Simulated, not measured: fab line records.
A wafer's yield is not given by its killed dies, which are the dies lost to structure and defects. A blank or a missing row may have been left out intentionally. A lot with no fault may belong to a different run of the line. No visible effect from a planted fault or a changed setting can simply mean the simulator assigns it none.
fab line records	flow n5_finfet
[record] lots = 6	wafers = 18	last_day = 18
route steps=1938 shown ZERO_LAYER@4 BEOL_M4@1111 PASSIVATION@1936
lots that met no fault: from a run of the same line without faults
start_h: the number of hours between the record's first day and the start of the first shown wafer of the lot	wait_h: how many hours have passed since the lot's step before this one	" unchanged from the row above	L1.1+2: a single row standing in for several wafers	- either no value or no given start	* or withheld: withheld	< > ~ a bound
route shown NAME@n: names a module that has steps shown in the file, with the first one's number in the route	usual: mean/standard deviation of fault-free wafers	same: alike in all rows	chamber/n: place in a boat	sites: readings site by site	_std_site: the values' standard deviation	_edge_site: the outer-site mean with the inner-site mean subtracted	radius_mm: for every site, how far away it sits from the centre of the wafer	mask NAME#n: copy n	behind: the last tool/chamber to shape the wafer	hold: what put the lot on hold/how long, in hours/how the hold closed	device: transistor that didn't switch, given as n, p or np	end of line: tests of these same wafers at the route's end	for a step that has no rows: nothing shown but its recipe	killed: the dies lost at the first sort to structure and to defects; this is not the yield of the wafer	map: the dies of a wafer, with x for killed, . for not killed, _ for no die there
set.NAME: the setting as run; set.NAME@STEP: as run at that earlier step	model.NAME: the simulator's own value behind a step, which no gauge read
certain route steps with their lots: each step a table, each wafer a row
services: when a tool's chamber went out of use (start_h, in hours from the record's first day, below 0 if earlier), for how many hours, and the reason
[[steps]]
[step N5_ZERO_LAYER_PECVD_02]
[recipe] material = SiO2	target_thk_a = 100	temp_c = 400	precursor = SiH4/N2O	pressure_torr = 0.75	rf_w = 275	time_s = 6
[usual] heater_power_w = 759/75	rf_fwd_power_W = 272.7/0.87	showerhead_plenum_p_Torr = 8.22/0.13
lot.wafer	tool	chamber	start_h	wait_h	heater_power_w	rf_fwd_power_W	showerhead_plenum_p_Torr
L846.1	pecvd-01	0	42.47	0.0	769	273.2	8.38
L846.3	"	2	"	"	605	272.8	8.26
L846.5	"	2	"	"	619	272.7	8.23
L852.1	pecvd-03	0	78.30	0.0	864	273.8	8.10
L852.3	"	1	"	"	855	273.6	8.38
L852.5	"	1	"	"	836	273.1	8.38
L854.2	pecvd-04	1	90.30	0.0	769	272.3	8.07
L854.4	"	2	"	"	676	272.7	7.95
L854.5	"	0	"	"	849	272.6	8.08
L856.4	pecvd-04	0	102.31	0.1	869	274.0	8.08
L856.5	"	1	"	"	760	272.8	8.08
L856.6	"	2	"	"	590	273.4	7.97
L862.1	pecvd-03	0	138.29	0.0	739	272.2	8.10
L862.4	"	0	"	"	740	270.4	8.14
L862.5	"	2	"	"	836	273.4	8.08
L864.3	pecvd-01	0	150.28	0.0	853	272.1	8.39
L864.5	"	0	"	"	882	272.0	8.37
L864.6	"	1	"	"	695	273.7	8.29
[step N5_ZERO_LAYER_HMDS_04]
[recipe] time_s = 60	temp_c = 120
[step N5_ZERO_LAYER_COAT_05]
[recipe] spin_rpm = 1500	resist_thk_nm = 1000
[step N5_ZERO_LAYER_EBR_07]
[recipe] solvent = PGMEA	ebr_width_mm = 1.5
[step N5_ZERO_LAYER_SOFTBAKE_06]
[recipe] temp_c = 100	time_s = 90
[step N5_ZERO_LAYER_EXPOSE_08]
[recipe] mask_id = ZERO	na = 0.55	source_shape = conventional	sigma_outer = 0.8	polarization = unpolarized	defocus_nm = 0	target_cd_nm = 2000	dose_mj = 16.2
[step N5_ZERO_LAYER_PEB_09]
[recipe] peb_temp_c = withheld	peb_time_s = *
[step N5_ZERO_LAYER_DEVELOP_10]
[recipe] develop_time_s = 60	rinse_liquid = diw	dry = air_spin	dev_temp_c = 21
[step N5_ZERO_LAYER_HARDBAKE_23]
[recipe] temp_c = 130	time_s = 120
[step N5_ZERO_LAYER_CD_MEAS_11]
[recipe] target_cd_nm = 2000	landing_energy_ev = 500	detector = se_inlens
[usual] cd_nm = 1999.6/2.3
lot.wafer	tool	chamber	start_h	wait_h	cd_nm
L846.1	cd_sem-03	0	42.95	-	2001.8
L846.3	"	0	"	"	2001.1
L846.5	"	0	"	"	1998.2
L852.1	cd_sem-03	0	78.79	-	2003.0
L852.3	"	0	"	"	2002.3
L852.5	"	0	"	"	1999.3
L854.2	cd_sem-01	0	90.79	-	2001.0
L854.4	"	0	"	"	1997.8
L854.5	"	0	"	"	1998.4
L856.4	cd_sem-02	0	102.65	-	1998.4
L856.5	"	0	"	"	2003.5
L856.6	"	0	"	"	1999.0
L862.1	cd_sem-01	0	138.64	-	2001.2
L862.4	"	0	"	"	2000.3
L862.5	"	0	"	"	2002.9
L864.3	cd_sem-02	0	150.77	-	2001.6
L864.5	"	0	"	"	1999.3
L864.6	"	0	"	"	1998.6
[step N5_ZERO_LAYER_DESCUM_16]
[recipe] chemistry = O2	time_s = 7.9	source_power_w = 50	bias_power_w = 20	pressure_mtorr = 20	rf_frequency_hz = 2.712e+07	temp_c = 40	o2_flow_sccm = 225
[usual] drypump_motor_current_A = 5.64/0.29	oes_product_au = 0.76/0.075	rf_fwd_power_W = 49.35/0.19	rf_vpp_V = 243.7/1.2	showerhead_plenum_p_Torr = 2.13/0.045	throttle_valve_pct = 20.44/0.28
lot.wafer	tool	chamber	start_h	wait_h	drypump_motor_current_A	oes_product_au	rf_fwd_power_W	rf_hours_counter_h	rf_vpp_V	showerhead_plenum_p_Torr	throttle_valve_pct
L846.1	rie_diel-05	1	42.99	0.0	5.29	0.85	49.40	49	243.9	2.13	20.15
L846.3	"	3	"	"	5.54	0.72	49.28	177	242.6	2.09	20.64
L846.5	"	2	"	"	5.56	0.91	49.80	-	245.9	2.13	20.24
L852.1	rie_diel-01	1	78.87	0.1	5.96	0.73	49.27	197	243.7	2.19	20.93
L852.3	"	0	"	"	6.06	0.68	49.39	236	244.6	2.17	20.89
L852.5	"	0	"	"	6.09	0.67	49.40	-	244.7	2.17	20.87
L854.2	rie_diel-01	0	91.29	0.5	6.07	0.67	49.67	239	242.9	2.17	20.87
L854.4	"	2	"	"	5.26	0.70	49.75	200	239.5	2.09	20.36
L854.5	"	3	"	"	5.74	0.77	49.34	-	244.8	2.15	20.02
L856.4	rie_diel-01	1	102.68	0.0	5.95	0.71	49.28	204	244.9	2.19	20.94
L856.5	"	3	"	"	5.74	0.77	49.31	-	244.8	2.15	20.03
L856.6	"	0	"	"	6.13	0.67	49.54	-	243.2	2.17	20.88
L862.1	rie_diel-05	3	138.68	0.0	5.54	0.70	49.39	204	242.7	2.08	20.68
L862.4	"	0	"	"	6.03	0.76	48.99	155	244.7	2.18	20.27
L862.5	"	2	"	"	5.54	0.86	49.54	-	243.6	2.12	20.27
L864.3	rie_diel-01	0	150.80	0.0	6.10	0.94	49.53	2	246.3	2.17	20.50
L864.5	"	1	"	"	5.95	0.69	49.29	-	243.5	2.18	20.95
L864.6	"	2	"	"	5.27	0.68	49.35	-	242.2	2.08	20.39
[step N5_ZERO_LAYER_ETCH_17]
[recipe] chemistry = CF4	target = SiO2	target_depth_a = 120	time_s = 13.3	ion_energy_ev = 350	pressure_mtorr = 40	source_w = 450	bias_w = 215	Ar_flow_sccm = 100	cf4_flow_sccm = 100
[usual] bias_w = 215.0/0.61	drypump_motor_current_A = 5.64/0.29	oes_product_au = 0.77/0.079	rf_fwd_power_W = 446.0/1.5	rf_vpp_V = 950.8/2.9	showerhead_plenum_p_Torr = 2.18/0.047	throttle_valve_pct = 15.69/0.21
lot.wafer	tool	chamber	start_h	wait_h	bias_w	drypump_motor_current_A	oes_product_au	rf_fwd_power_W	rf_hours_counter_h	rf_vpp_V	showerhead_plenum_p_Torr	throttle_valve_pct
L846.1	rie_diel-05	1	43.03	0.0	214.5	5.30	0.87	445.2	49	950.8	2.16	15.31
L846.3	"	3	"	"	215.5	5.54	0.73	446.1	177	948.5	2.13	15.86
L846.5	"	2	"	"	215.1	5.54	0.94	447.2	-	953.3	2.19	15.50
L852.1	rie_diel-01	1	78.90	0.0	215.2	5.96	0.72	446.5	197	951.9	2.21	15.99
L852.3	"	0	"	"	215.8	6.09	0.67	447.0	236	952.5	2.19	15.97
L852.5	"	0	"	"	215.4	6.08	0.67	447.2	-	953.1	2.19	15.97
L854.2	rie_diel-01	0	91.32	0.0	215.7	6.10	0.68	447.8	239	952.3	2.19	15.99
L854.4	"	2	"	"	215.6	5.27	0.71	447.2	200	947.4	2.13	15.64
L854.5	"	3	"	"	215.2	5.75	0.78	447.0	-	953.6	2.22	15.42
L856.4	rie_diel-01	1	102.71	0.0	215.8	5.96	0.71	445.1	204	951.3	2.21	16.03
L856.5	"	3	"	"	214.9	5.76	0.77	446.0	-	952.9	2.22	15.42
L856.6	"	0	"	"	214.9	6.09	0.67	448.1	-	952.6	2.19	16.00
L862.1	rie_diel-05	3	138.72	0.0	215.4	5.55	0.71	446.6	204	946.4	2.12	15.91
L862.4	"	0	"	"	215.0	5.99	0.75	444.9	155	954.5	2.24	15.58
L862.5	"	2	"	"	214.6	5.57	0.87	446.6	-	951.0	2.18	15.56
L864.3	rie_diel-01	0	150.84	0.0	214.7	6.07	0.94	445.5	2	951.2	2.19	15.50
L864.5	"	1	"	"	216.0	5.96	0.71	444.7	-	952.3	2.20	16.04
L864.6	"	2	"	"	215.5	5.26	0.69	446.4	-	947.3	2.12	15.66
[step N5_ZERO_LAYER_ETCH_18]
[recipe] chemistry = HBr/Cl2	target = Si	target_depth_a = 1200	time_s = 40	pressure_mtorr = 10	icp_w = 800	bias_w = 75	HBr_flow_sccm = 150	Cl2_flow_sccm = 80
[usual] bias_w = 75.01/0.19	drypump_motor_current_A = 5.7/0.41	oes_product_au = 1.000/0.017	rf_fwd_power_W = 796.7/2.8	throttle_valve_pct = 36.2/0.36
lot.wafer	tool	chamber	start_h	wait_h	bias_w	drypump_motor_current_A	oes_product_au	rf_fwd_power_W	rf_hours_counter_h	throttle_valve_pct	model.ZERO_LAYER.feature_depth_nm	model.etch.depth_nm
L846.1	rie_si-04	2	43.10	0.0	75.20	6.0	1.022	796.6	50	36.9	118.9	118.9
L846.3	"	1	"	"	75.02	5.8	0.971	797.6	48	36.5	120.4	120.4
L846.5	"	0	"	"	74.71	5.9	0.981	794.9	-	36.5	118.7	118.7
L852.1	rie_si-03	0	78.97	0.0	75.03	6.2	1.012	799.9	6	35.9	122	122
L852.3	"	3	"	"	75.37	5.9	1.001	794.1	76	36.2	116.3	116.3
L852.5	"	0	"	"	75.02	6.2	1.018	795.8	-	35.9	120.9	120.9
L854.2	rie_si-03	3	91.40	0.0	81.67	5.8	1.001	799.3	76	36.2	119.2	119.2
L854.4	"	2	"	"	81.54	6.1	1.012	797.5	4	36.0	123.9	123.9
L854.5	"	3	"	"	81.77	5.8	0.995	801.3	-	36.2	120.1	120.1
L856.4	rie_si-03	1	102.83	0.1	81.69	5.0	0.990	797.0	-	36.3	120.8	120.8
L856.5	"	0	"	"	81.11	6.2	1.024	802.3	-	35.9	123.9	123.9
L856.6	"	3	"	"	81.74	5.8	1.009	801.5	-	36.2	119.9	119.9
L862.1	rie_si-04	0	138.80	0.1	74.90	6.0	0.988	794.5	126	36.5	118.2	118.2
L862.4	"	3	"	"	75.18	5.8	0.997	795.2	196	35.6	118.1	118.1
L862.5	"	0	"	"	75.06	6.0	0.975	796.7	-	36.5	118.5	118.5
L864.3	rie_si-02	2	150.91	0.0	74.79	4.9	1.012	794.7	77	36.6	119.3	119.3
L864.5	"	3	"	"	74.94	5.6	1.026	801.6	-	35.8	121.1	121.1
L864.6	"	2	"	"	74.96	4.9	1.009	798.4	-	36.6	119.1	119.1
[step N5_ZERO_LAYER_STRIP_24]
[recipe] chemistry = O2	power_w = 1000	temp_c = 250	overash_fraction = 0.3	pressure_mtorr = 1000	o2_flow_sccm = 6750
[usual] drypump_motor_current_A = 5.6/0.38	heater_power_w = 376/21	oes_product_au = 0.646/0.0047	strip_time_to_endpoint_s = 43.84/0.087
lot.wafer	tool	chamber	start_h	wait_h	drypump_motor_current_A	heater_power_w	oes_product_au	rf_hours_counter_h	strip_time_to_endpoint_s
L846.1	plasma_asher-01	1	43.21	0.1	6.1	414	0.654	76	43.94
L846.3	"	0	"	"	5.1	355	0.655	-	43.84
L846.5	"	1	"	"	6.2	409	0.642	-	43.92
L852.1	plasma_asher-01	0	79.08	0.1	5.1	357	0.641	84	43.78
L852.3	"	1	"	"	6.1	414	0.647	-	43.89
L852.5	"	1	"	"	6.1	418	0.653	-	43.84
L854.2	plasma_asher-02	1	91.50	0.1	5.4	364	0.640	41	43.58
L854.4	"	1	"	"	5.4	364	0.651	-	43.69
L854.5	"	0	"	"	5.7	380	0.648	-	43.63
L856.4	plasma_asher-02	0	102.91	0.0	5.6	377	0.647	-	43.98
L856.5	"	0	"	"	5.6	383	0.647	-	43.89
L856.6	"	1	"	"	5.4	361	0.640	-	43.89
L862.1	plasma_asher-01	0	138.90	0.1	5.1	361	0.649	95	43.81
L862.4	"	1	"	"	6.1	405	0.651	-	43.75
L862.5	"	1	"	"	6.2	413	0.651	-	43.86
L864.3	plasma_asher-02	1	151.04	0.1	5.4	353	0.646	-	43.88
L864.5	"	1	"	"	5.4	361	0.640	-	43.84
L864.6	"	0	"	"	5.6	382	0.646	-	43.89
[step N5_BEOL_M4_RC_MEAS_101]
[usual] DIBL_N = 35.8/1.5	DIBL_P = 35.9/1.8	IOFF_N = 0.152/0.025	IOFF_P = 0.21/0.031	ION_N = 672/11	ION_P = 462/7.4	SS_N = 71.5/0.52	SS_P = 73.2/0.54	VT_N = 250/3	VT_P = -250/3.3
lot.wafer	tool	chamber	start_h	wait_h	DIBL_N[mV/V]	DIBL_P[mV/V]	IOFF_N[nA/um]	IOFF_P[nA/um]	ION_N[uA/um]	ION_P[uA/um]	SS_N[mV/dec]	SS_P[mV/dec]	VT_N[mV]	VT_P[mV]
L846.1	prober-02	0	202.21	0.0	35.4	34.0	0.139	0.20	665	460	71.3	72.9	250	-247
L846.3	"	0	"	"	37.5	35.9	0.173	0.24	673	463	71.0	73.0	247	-245
L846.5	"	0	"	"	35.8	33.8	0.145	0.21	669	463	71.4	73.2	249	-247
L852.1	prober-02	0	239.91	0.0	36.5	35.2	0.162	0.21	666	460	70.8	73.9	248	-250
L852.3	"	0	"	"	38.4	38.1	0.206	0.26	677	467	72.6	73.8	246	-250
L852.5	"	0	"	"	35.9	34.5	0.146	0.20	670	460	71.6	73.1	251	-251
L854.2	prober-02	0	244.38	0.2	37.2	36.9	0.168	0.23	680	467	71.7	73.2	248	-247
L854.4	"	0	"	"	34.6	34.5	0.126	0.19	661	463	71.7	72.6	255	-253
L854.5	"	0	"	"	33.3	31.8	0.108	0.16	658	456	70.8	72.7	254	-254
L856.4	prober-02	0	262.10	0.5	34.4	35.2	0.132	0.20	667	466	71.5	72.7	252	-250
L856.5	"	0	"	"	35.7	36.7	0.153	0.21	680	465	71.1	73.0	248	-248
L856.6	"	0	"	"	34.7	34.7	0.126	0.19	656	454	71.1	73.1	256	-251
L862.1	prober-02	0	300.36	0.0	34.1	34.8	0.141	0.20	655	454	71.6	73.6	250	-249
L862.4	"	0	"	"	35.3	36.5	0.157	0.22	672	467	71.7	73.4	248	-248
L862.5	"	0	"	"	37.5	39.3	0.206	0.28	681	471	71.9	74.0	247	-246
L864.3	prober-02	0	321.31	0.3	33.7	33.5	0.125	0.17	660	456	71.3	72.7	253	-253
L864.5	"	0	"	"	36.9	36.4	0.165	0.21	670	455	72.2	72.7	251	-251
L864.6	"	0	"	"	32.6	32.1	0.106	0.16	652	455	71.2	72.3	255	-255
[step N5_PASSIVATION_PROBE_49]
[usual] defect_limited_yield = 91.7/1.7	killed_at_M0_to_M3 = 34/10	killed_at_M4_up = 13/5.1	killed_at_contacts = 12/6.2	killed_at_front_end = 36/12	killed_at_other = 3.2/2.6	killed_dies = 98/20	killed_on_rim = 13/4.5	killed_open = 65/13	killed_short = 32/8.4	sort_bin_5_function = 4.8/1.1	sort_bin_6_memory = 3.2/0.74	sort_bin_8_speed = 0.00/0.012	sort_n_pass = 1082/20	sort_yield_pct = 91.7/1.7
[same] gross_dies = 1180	killed_at_back_side = 0	sort_bin_4_leakage[%] = 0
lot.wafer	tool	chamber	start_h	wait_h	defect_limited_yield[%]	killed_at_M0_to_M3	killed_at_M4_up	killed_at_contacts	killed_at_front_end	killed_at_other	killed_dies	killed_on_rim	killed_open	killed_short	sort_bin_5_function[%]	sort_bin_6_memory[%]	sort_bin_8_speed[%]	sort_n_pass	sort_yield_pct[%]
L846.1	prober-01	-	308.72	0.0	91.9	31	28	9	27	0	95	8	65	29	4.2	3.8	0	1085	91.9
L846.3	prober-01	-	308.82	0.1	92.6	25	24	8	28	2	87	19	58	29	5.2	2.1	0	1093	92.6
L846.5	prober-01	-	308.92	0.2	90.9	35	22	7	42	1	107	16	72	34	4.8	4.1	0	1073	90.9
L852.1	prober-01	-	340.42	0.0	92.8	27	15	14	26	3	85	12	60	24	4.3	2.7	0	1095	92.8
L852.3	prober-01	-	340.52	0.1	93.9	24	18	9	21	0	72	8	48	22	2.7	3.1	0	1108	93.9
L852.5	prober-01	-	340.62	0.2	91.2	31	14	14	42	3	104	18	52	43	4.6	3.3	0	1076	91.2
L854.2	prober-01	-	350.94	0.1	91.6	21	12	23	43	0	99	18	59	29	4.2	3.3	0	1081	91.6
L854.4	prober-01	-	351.04	0.2	93.7	34	9	1	25	5	74	8	49	24	3.5	2.8	0	1106	93.7
L854.5	prober-01	-	351.09	0.2	92.0	35	11	12	35	1	94	19	55	27	4.5	2.4	0	1086	92.0
L856.4	prober-01	-	362.83	0.2	92.5	38	8	5	33	5	89	15	59	30	4.2	3.1	0	1091	92.5
L856.5	prober-01	-	362.88	0.2	92.2	36	13	4	31	8	92	12	65	27	4.7	2.7	0	1088	92.2
L856.6	prober-01	-	362.93	0.3	93.2	29	6	12	28	5	80	11	62	18	3.9	2.6	0	1100	93.2
L862.1	prober-02	-	395.40	0.0	93.2	43	12	5	20	0	80	10	54	26	3.7	2.8	0	1100	93.2
L862.5	prober-02	-	395.60	0.2	89.7	32	24	20	41	4	121	10	77	43	6.4	3.6	0	1059	89.7
// killed by level:class
L846.1 BEOL_M4:geometric_particle:open=13 MOL_CONTACT_COAG:geometric_particle:open=8 BEOL_M3:geometric_particle:open=7 BEOL_M0_SAQP:geometric_particle:open=6 BEOL_M2:geometric_particle:open=5 STI_FIN_REVEAL:geometric_particle:open=4 ILD0:geometric_particle:open=4 BEOL_M0_SAQP:geometric_particle:short=4
L846.3 BEOL_M4:geometric_particle:open=14 BEOL_M0_SAQP:geometric_particle:short=9 MOL_CONTACT_COAG:geometric_particle:open=8 BEOL_M0_SAQP:geometric_particle:open=8 STI_FIN_REVEAL:geometric_particle:open=7 DUMMY_GATE:geometric_particle:open=5 GATE_CUT:geometric_particle:short=3 BEOL_M2:geometric_particle:open=3
L846.5 BEOL_M3:geometric_particle:open=10 BEOL_M4:geometric_particle:open=10 FIN_SAQP:geometric_particle:open=9 BEOL_M0_SAQP:geometric_particle:short=7 MOL_CONTACT_COAG:geometric_particle:open=6 FIN_SAQP:geometric_particle:short=5 STI_FIN_REVEAL:geometric_particle:open=5 DUMMY_GATE:geometric_particle:open=5
L852.1 MOL_CONTACT_COAG:geometric_particle:open=12 BEOL_M4:geometric_particle:open=10 BEOL_M0_SAQP:geometric_particle:open=7 STARTING-WAFER:geometric_particle:open=5 BEOL_M3:geometric_particle:short=5 FIN_SAQP:geometric_particle:open=4 BEOL_M0_SAQP:geometric_particle:short=4 FIN_CUT:geometric_particle:open=3
L852.3 BEOL_M4:geometric_particle:open=8 MOL_CONTACT_COAG:geometric_particle:open=6 BEOL_M4:geometric_particle:short=6 GATE_CUT:geometric_particle:open=5 BEOL_M0:geometric_particle:short=5 BEOL_M0:geometric_particle:open=5 BEOL_M1:geometric_particle:open=5 STI_FIN_REVEAL:geometric_particle:open=4
L852.5 BEOL_M0_SAQP:geometric_particle:short=12 MOL_CONTACT_COAG:geometric_particle:open=10 FIN_SAQP:geometric_particle:short=9 BEOL_M0_SAQP:geometric_particle:open=9 HKMG_FIN:area_etch=8 FIN_SAQP:geometric_particle:open=7 BEOL_M4:geometric_particle:open=5 MOL_CONTACT_COAG:geometric_particle:short=4
L854.2 MOL_CONTACT_COAG:geometric_particle:open=20 HKMG_FIN:area_etch=10 STI_FIN_REVEAL:geometric_particle:open=9 BEOL_M0_SAQP:geometric_particle:short=6 FIN_SAQP:geometric_particle:open=5 GATE_CUT:geometric_particle:short=5 BEOL_M2:geometric_particle:open=4 MOL_CONTACT_COAG:geometric_particle:short=3
L854.4 BEOL_M2:geometric_particle:open=10 STI_FIN_REVEAL:geometric_particle:open=8 BEOL_M1:geometric_particle:open=6 BEOL_M0_SAQP:geometric_particle:short=5 BEOL_M0_SAQP:geometric_particle:open=5 BEOL_M1:geometric_particle:short=4 BEOL_M4:geometric_particle:open=4 STARTING-WAFER:geometric_particle:open=4
L854.5 MOL_CONTACT_COAG:geometric_particle:open=12 HKMG_FIN:area_etch=11 BEOL_M0_SAQP:geometric_particle:open=7 BEOL_M3:geometric_particle:open=7 STARTING-WAFER:geometric_particle:short=6 BEOL_M2:geometric_particle:open=5 BEOL_M0:geometric_particle:open=4 BEOL_M0_SAQP:geometric_particle:short=4
L856.4 BEOL_M0_SAQP:geometric_particle:open=16 BEOL_M0_SAQP:geometric_particle:short=14 FIN_SAQP:geometric_particle:open=11 STI_FIN_REVEAL:geometric_particle:open=5 FIN_SAQP:geometric_particle:short=4 MOL_CONTACT_COAG:geometric_particle:open=4 BEOL_M4:geometric_particle:open=4 GATE_CUT:geometric_particle:short=3
L856.5 BEOL_M0_SAQP:geometric_particle:open=14 DUMMY_GATE:geometric_particle:open=6 BEOL_M0_SAQP:geometric_particle:short=6 BEOL_M2:geometric_particle:open=6 BEOL_M4:geometric_particle:open=6 STI_FIN_REVEAL:geometric_particle:open=5 MOL_CONTACT_COAG:geometric_particle:open=4 BEOL_M1:geometric_particle:open=4
L856.6 STI_FIN_REVEAL:geometric_particle:open=18 BEOL_M0_SAQP:geometric_particle:open=11 MOL_CONTACT_COAG:geometric_particle:open=9 BEOL_M0_SAQP:geometric_particle:short=6 BEOL_M2:geometric_particle:open=6 BEOL_M3:geometric_particle:open=4 FIN_SAQP:geometric_particle:short=3 MOL_CONTACT_COAG:geometric_particle:short=3
L862.1 BEOL_M2:geometric_particle:open=10 BEOL_M0_SAQP:geometric_particle:short=8 BEOL_M0_SAQP:geometric_particle:open=7 BEOL_M1:geometric_particle:open=5 BEOL_M3:geometric_particle:open=5 ILD0:geometric_particle:open=4 BEOL_M4:geometric_particle:open=4 FIN_SAQP:geometric_particle:open=3
L862.5 MOL_CONTACT_COAG:geometric_particle:open=15 BEOL_M4:geometric_particle:open=11 FIN_SAQP:geometric_particle:short=10 BEOL_M0_SAQP:geometric_particle:open=9 FIN_SAQP:geometric_particle:open=7 BEOL_M0_SAQP:geometric_particle:short=7 STI_FIN_REVEAL:geometric_particle:open=6 DUMMY_GATE:geometric_particle:open=5
[[services]]
tool	chamber	start_h	hours	kind
pecvd-01	-	19.64	0.6	repair
pecvd-01	0	21.34	11.6	repair
rie_si-03	-	26.22	1.2	repair
rie_si-02	1	26.48	19.3	repair
rie_si-03	3	30.37	5.1	repair
pecvd-04	0	33.33	4.7	repair
rie_diel-01	0	35.29	4.0	repair
rie_si-03	1	39.23	1.2	repair
pecvd-04	2	40.96	6.3	repair
rie_si-02	-	43.05	3.5	repair
rie_si-03	1	59.21	1.6	repair
plasma_asher-02	-	63.86	1.7	repair
pecvd-04	-	73.03	0.2	repair
rie_diel-05	1	73.51	5.2	repair
rie_si-03	2	75.40	5.5	repair
plasma_asher-02	-	78.70	2.8	pm
rie_si-02	-	83.60	2.8	pm
plasma_asher-01	-	85.79	3.2	repair
pecvd-01	0	98.32	30.1	repair
rie_si-03	2	98.76	11.3	repair
rie_diel-01	0	126.57	-	clean
rie_diel-01	0	126.57	-	consumable_replace:focus_ring
pecvd-04	-	127.46	1.1	repair
pecvd-04	1	141.84	5.4	repair
[[key]]
[first_sign] step = N5_ZERO_LAYER_ETCH_18	reading = bias_w	direction = up	sigmas = 35	usual = *	struck = *
effect none on later readings
[model_effect] step = N5_ZERO_LAYER_ETCH_18	value = ZERO_LAYER.feature_depth_nm	without = 118.8	struck = 121.3
met_at N5_ZERO_LAYER_ETCH_18
struck_wafers L854.2,L854.4,L854.5,L856.4,L856.5,L856.6
[baseline_loss] step = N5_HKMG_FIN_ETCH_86	wafers = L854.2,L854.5
onset_between 78.97 91.40
[fault] kind = process_parameter_drift	tool = rie_si-03	chamber = -	onset_h = 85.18	steps = N5_ZERO_LAYER_ETCH_18	channel = bias_w	offset = *	shape = step	end_h = 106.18	acts_in = *	stated = *
// baseline_loss: these wafers lose ten dies or more at that step, a loss of the line's own and not of a fault; the sort's usual values leave them out
